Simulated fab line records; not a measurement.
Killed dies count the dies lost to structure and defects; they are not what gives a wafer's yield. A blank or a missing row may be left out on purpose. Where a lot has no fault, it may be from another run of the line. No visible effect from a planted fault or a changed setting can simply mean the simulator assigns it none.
Split-lot study :: flow n5-finfet :: 39 wafers read across 7 lots, on a route 1938 steps long

== THE SPLIT ITSELF ==
At N5_BEOL_M2_ALD_98 (deposits SiO2, target thk 2.5 nm, pulse time 1 s, co reactant pulse time 1 s), the setting ald-cycles was moved away from the recipe's 17 on 18 of the 39 wafers read, by -52.9% to +47.1%. All remaining wafers had this setting at the recipe value.

The split's own step is where the reading is taken.

== THE READING ==
SiO2_of_BEOL_M2_ALD_98.thk-nm (the simulator's own value, which no gauge read), in nm, at N5_BEOL_M2_ALD_98 (deposits SiO2, target thk 2.5 nm, pulse time 1 s, co reactant pulse time 1 s). The file gives no usual value for it. Here, 21 wafers ran the recipe; their average is 2.5 nm with a standard deviation of 0.1 nm.

wafer: L080.1
tool, chamber at the split: ald-sin-04, 2,0
ald-cycles as run: 17
against the recipe: recipe
SiO2_of_BEOL_M2_ALD_98.thk-nm, nm: 2.6
against lot-mates on the recipe: -

wafer: L080.5
tool, chamber at the split: ald-sin-04, 2,0
ald-cycles as run: 17
against the recipe: recipe
SiO2_of_BEOL_M2_ALD_98.thk-nm, nm: 2.6
against lot-mates on the recipe: -

wafer: L080.2
tool, chamber at the split: ald-sin-04, 3,1
ald-cycles as run: 25
against the recipe: +47.1%
SiO2_of_BEOL_M2_ALD_98.thk-nm, nm: 3.8
against lot-mates on the recipe: +1.3

wafer: L080.3
tool, chamber at the split: ald-sin-04, 3,1
ald-cycles as run: 25
against the recipe: +47.1%
SiO2_of_BEOL_M2_ALD_98.thk-nm, nm: 3.8
against lot-mates on the recipe: +1.3

wafer: L080.4
tool, chamber at the split: ald-sin-04, 0
ald-cycles as run: 17
against the recipe: recipe
SiO2_of_BEOL_M2_ALD_98.thk-nm, nm: 2.4
against lot-mates on the recipe: -

wafer: L080.6
tool, chamber at the split: ald-sin-04, 1
ald-cycles as run: 25
against the recipe: +47.1%
SiO2_of_BEOL_M2_ALD_98.thk-nm, nm: 3.6
against lot-mates on the recipe: +1.1

wafer: L082.1
tool, chamber at the split: ald-sin-04, 1,2,1
ald-cycles as run: 8
against the recipe: -52.9%
SiO2_of_BEOL_M2_ALD_98.thk-nm, nm: 1.2
against lot-mates on the recipe: -1.3

wafer: L082.4
tool, chamber at the split: ald-sin-04, 1,2,1
ald-cycles as run: 8
against the recipe: -52.9%
SiO2_of_BEOL_M2_ALD_98.thk-nm, nm: 1.2
against lot-mates on the recipe: -1.3

wafer: L082.6
tool, chamber at the split: ald-sin-04, 1,2,1
ald-cycles as run: 8
against the recipe: -52.9%
SiO2_of_BEOL_M2_ALD_98.thk-nm, nm: 1.2
against lot-mates on the recipe: -1.3

wafer: L082.2
tool, chamber at the split: ald-sin-04, 3,0
ald-cycles as run: 17
against the recipe: recipe
SiO2_of_BEOL_M2_ALD_98.thk-nm, nm: 2.6
against lot-mates on the recipe: -

wafer: L082.5
tool, chamber at the split: ald-sin-04, 3,0
ald-cycles as run: 17
against the recipe: recipe
SiO2_of_BEOL_M2_ALD_98.thk-nm, nm: 2.6
against lot-mates on the recipe: -

wafer: L082.3
tool, chamber at the split: ald-sin-04, 0
ald-cycles as run: 17
against the recipe: recipe
SiO2_of_BEOL_M2_ALD_98.thk-nm, nm: 2.4
against lot-mates on the recipe: -

wafer: L083.1
tool, chamber at the split: ald-sin-02, 2,1,2
ald-cycles as run: 17
against the recipe: recipe
SiO2_of_BEOL_M2_ALD_98.thk-nm, nm: 2.6
against lot-mates on the recipe: -

wafer: L083.2
tool, chamber at the split: ald-sin-02, 2,1,2
ald-cycles as run: 17
against the recipe: recipe
SiO2_of_BEOL_M2_ALD_98.thk-nm, nm: 2.6
against lot-mates on the recipe: -

wafer: L083.5
tool, chamber at the split: ald-sin-02, 2,1,2
ald-cycles as run: 17
against the recipe: recipe
SiO2_of_BEOL_M2_ALD_98.thk-nm, nm: 2.6
against lot-mates on the recipe: -

wafer: L085.1
tool, chamber at the split: ald-sin-04, 2,0
ald-cycles as run: 17
against the recipe: recipe
SiO2_of_BEOL_M2_ALD_98.thk-nm, nm: 2.4
against lot-mates on the recipe: -

wafer: L085.6
tool, chamber at the split: ald-sin-04, 2,0
ald-cycles as run: 17
against the recipe: recipe
SiO2_of_BEOL_M2_ALD_98.thk-nm, nm: 2.4
against lot-mates on the recipe: -

wafer: L085.2
tool, chamber at the split: ald-sin-04, 3,0,1
ald-cycles as run: 8
against the recipe: -52.9%
SiO2_of_BEOL_M2_ALD_98.thk-nm, nm: 1.2
against lot-mates on the recipe: -1.3

wafer: L085.3
tool, chamber at the split: ald-sin-04, 3,0,1
ald-cycles as run: 8
against the recipe: -52.9%
SiO2_of_BEOL_M2_ALD_98.thk-nm, nm: 1.2
against lot-mates on the recipe: -1.3

wafer: L085.5
tool, chamber at the split: ald-sin-04, 3,0,1
ald-cycles as run: 8
against the recipe: -52.9%
SiO2_of_BEOL_M2_ALD_98.thk-nm, nm: 1.2
against lot-mates on the recipe: -1.3

wafer: L085.4
tool, chamber at the split: ald-sin-04, 1
ald-cycles as run: 17
against the recipe: recipe
SiO2_of_BEOL_M2_ALD_98.thk-nm, nm: 2.6
against lot-mates on the recipe: -

wafer: L088.1
tool, chamber at the split: ald-sin-02, 0,3
ald-cycles as run: 17
against the recipe: recipe
SiO2_of_BEOL_M2_ALD_98.thk-nm, nm: 2.4
against lot-mates on the recipe: -

wafer: L088.4
tool, chamber at the split: ald-sin-02, 0,3
ald-cycles as run: 17
against the recipe: recipe
SiO2_of_BEOL_M2_ALD_98.thk-nm, nm: 2.4
against lot-mates on the recipe: -

wafer: L088.2
tool, chamber at the split: ald-sin-02, 2,1,0
ald-cycles as run: 20
against the recipe: +17.6%
SiO2_of_BEOL_M2_ALD_98.thk-nm, nm: 3
against lot-mates on the recipe: +0.5

wafer: L088.5
tool, chamber at the split: ald-sin-02, 2,1,0
ald-cycles as run: 20
against the recipe: +17.6%
SiO2_of_BEOL_M2_ALD_98.thk-nm, nm: 3
against lot-mates on the recipe: +0.5

wafer: L088.6
tool, chamber at the split: ald-sin-02, 2,1,0
ald-cycles as run: 20
against the recipe: +17.6%
SiO2_of_BEOL_M2_ALD_98.thk-nm, nm: 3
against lot-mates on the recipe: +0.5

wafer: L088.3
tool, chamber at the split: ald-sin-02, 1
ald-cycles as run: 17
against the recipe: recipe
SiO2_of_BEOL_M2_ALD_98.thk-nm, nm: 2.6
against lot-mates on the recipe: -

wafer: L091.1
tool, chamber at the split: ald-sin-03, 2
ald-cycles as run: 17
against the recipe: recipe
SiO2_of_BEOL_M2_ALD_98.thk-nm, nm: 2.6
against lot-mates on the recipe: -

wafer: L091.2
tool, chamber at the split: ald-sin-03, 0,1
ald-cycles as run: 17
against the recipe: recipe
SiO2_of_BEOL_M2_ALD_98.thk-nm, nm: 2.4
against lot-mates on the recipe: -

wafer: L091.3
tool, chamber at the split: ald-sin-03, 0,1
ald-cycles as run: 17
against the recipe: recipe
SiO2_of_BEOL_M2_ALD_98.thk-nm, nm: 2.4
against lot-mates on the recipe: -

wafer: L091.4
tool, chamber at the split: ald-sin-03, 3,2,1
ald-cycles as run: 9
against the recipe: -47.1%
SiO2_of_BEOL_M2_ALD_98.thk-nm, nm: 1.4
against lot-mates on the recipe: -1.1

wafer: L091.5
tool, chamber at the split: ald-sin-03, 3,2,1
ald-cycles as run: 9
against the recipe: -47.1%
SiO2_of_BEOL_M2_ALD_98.thk-nm, nm: 1.4
against lot-mates on the recipe: -1.1

wafer: L091.6
tool, chamber at the split: ald-sin-03, 3,2,1
ald-cycles as run: 9
against the recipe: -47.1%
SiO2_of_BEOL_M2_ALD_98.thk-nm, nm: 1.4
against lot-mates on the recipe: -1.1

wafer: L092.1
tool, chamber at the split: ald-sin-04, 3,1,3
ald-cycles as run: 25
against the recipe: +47.1%
SiO2_of_BEOL_M2_ALD_98.thk-nm, nm: 3.6
against lot-mates on the recipe: +1.1

wafer: L092.3
tool, chamber at the split: ald-sin-04, 3,1,3
ald-cycles as run: 25
against the recipe: +47.1%
SiO2_of_BEOL_M2_ALD_98.thk-nm, nm: 3.6
against lot-mates on the recipe: +1.1

wafer: L092.5
tool, chamber at the split: ald-sin-04, 3,1,3
ald-cycles as run: 25
against the recipe: +47.1%
SiO2_of_BEOL_M2_ALD_98.thk-nm, nm: 3.6
against lot-mates on the recipe: +1.1

wafer: L092.2
tool, chamber at the split: ald-sin-04, 0
ald-cycles as run: 17
against the recipe: recipe
SiO2_of_BEOL_M2_ALD_98.thk-nm, nm: 2.4
against lot-mates on the recipe: -

wafer: L092.6
tool, chamber at the split: ald-sin-04, 0
ald-cycles as run: 17
against the recipe: recipe
SiO2_of_BEOL_M2_ALD_98.thk-nm, nm: 2.4
against lot-mates on the recipe: -

wafer: L092.4
tool, chamber at the split: ald-sin-04, 2
ald-cycles as run: 17
against the recipe: recipe
SiO2_of_BEOL_M2_ALD_98.thk-nm, nm: 2.6
against lot-mates on the recipe: -
When a row names more than one chamber, that row covers several wafers, and the file does not tell which wafer ran in which chamber.

FIT RESULTS
A straight line over all 39 wafers: SiO2_of_BEOL_M2_ALD_98.thk-nm changes by +0.0246 nm for each +1% of ald-cycles; r = +0.99; the points scatter about the line by 0.087 nm.
The same after taking each lot's own level away (the mean of its wafers on the recipe; 39 wafers): +0.0245 nm for each +1%; r = +0.99; scatter 0.081 nm.
According to that fit, moving ald-cycles by its largest amount changes the reading by 1.3 nm.
The lots' own levels span 2.47 to 2.60 nm, that is 1.3 times the standard deviation above.
The two slopes agree, so the slope changes little with the lot-to-lot level.
Check: -1.28 nm against its lot-mates is what the line predicts for one of the wafers moved furthest among these (-52.9%) when that wafer is left out of the fit. Against them it came out at -1.33 nm.

== THE OTHER SPLITS THESE WAFERS WENT THROUGH ==
Other splits were also applied to these wafers ahead of the reading. Each is held against what the fit with the lots' levels taken away leaves over:
other split on the same wafers: N5_PMOS_HMC_CHANNEL_EPI_HM_DEP_34 target-thk-a
wafers away from the commonest value: 15
r with SiO2_of_BEOL_M2_ALD_98.thk-nm (lot level and that fit taken away): +0.00

other split on the same wafers: N5_FIN_SAQP_ETCH_65 time-s
wafers away from the commonest value: 15
r with SiO2_of_BEOL_M2_ALD_98.thk-nm (lot level and that fit taken away): -0.05

other split on the same wafers: N5_SD_EPI_P_EPI_21 time-s
wafers away from the commonest value: 15
r with SiO2_of_BEOL_M2_ALD_98.thk-nm (lot level and that fit taken away): -0.20

other split on the same wafers: N5_MOL_CONTACT_COAG_ALD_27 time-s
wafers away from the commonest value: 12
r with SiO2_of_BEOL_M2_ALD_98.thk-nm (lot level and that fit taken away): -0.21

other split on the same wafers: N5_BEOL_M0_CUTY_DESCUM_61 time-s
wafers away from the commonest value: 18
r with SiO2_of_BEOL_M2_ALD_98.thk-nm (lot level and that fit taken away): +0.36

== FILE'S OWN FIT ==
SiO2_of_BEOL_M2_ALD_98.thk-nm changes by +0.0244 nm for each +1% of ald-cycles, r = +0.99.
